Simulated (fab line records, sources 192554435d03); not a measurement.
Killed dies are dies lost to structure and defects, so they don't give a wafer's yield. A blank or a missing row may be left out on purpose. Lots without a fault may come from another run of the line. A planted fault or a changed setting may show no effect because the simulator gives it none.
Chamber matching | flow n5_finfet | N5_BEOL_M8_ILD_DEP_00 on pecvd-01: 3 sister chambers
The step deposits SiCOH lowk from DEMS/porogen, target thk 179.75 nm, time 33.4 s. 3 wafers are shown with their chamber, then 9 later ones without.

WAFERS WITH THEIR CHAMBER
wafer  | chamber | throttle_valve_pct (%)
L090.1 | 0       | 13.9
L090.5 | 2       | 13.5
L090.6 | 1       | 15.9

WAFERS WITHOUT THEIR CHAMBER
wafer  | throttle_valve_pct (%)
L093.2 | 14.3
L093.3 | 13.1
L093.4 | 14.1
L096.1 | 13.2
L096.2 | 14.3
L096.3 | 13.2
L096.4 | 14.0
L096.5 | 14.0
L096.6 | 13.3

WHICH CHAMBER EACH WENT THROUGH
wafer  | from the rows above     | in truth
L093.2 | can't be placed: 0 or 2 | 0
L093.3 | can't be placed: 2 or 0 | 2
L093.4 | can't be placed: 0 or 2 | 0
L096.1 | can't be placed: 2 or 0 | 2
L096.2 | can't be placed: 0 or 2 | 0
L096.3 | can't be placed: 2 or 0 | 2
L096.4 | can't be placed: 0 or 2 | 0
L096.5 | can't be placed: 0 or 2 | 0
L096.6 | can't be placed: 2 or 0 | 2
Placed correctly: 0 of 9. Can't be placed from these rows: 9 (the true chamber is among the candidates in 9). Placed wrongly: 0.
How it was worked out, from the rows above alone: a wafer's distance from a chamber is the root of the sum, over the readings, of the square of ((its reading less the chamber's mean) divided by the reading's scatter). The wafer belongs to the nearest chamber; if the next one is less than 2 further off, it can't be placed. A chamber's mean is the mean of its shown wafers. The scatter: with one shown wafer a chamber, the root of the mean of the squares of how far each hidden wafer lies from its nearest shown one.
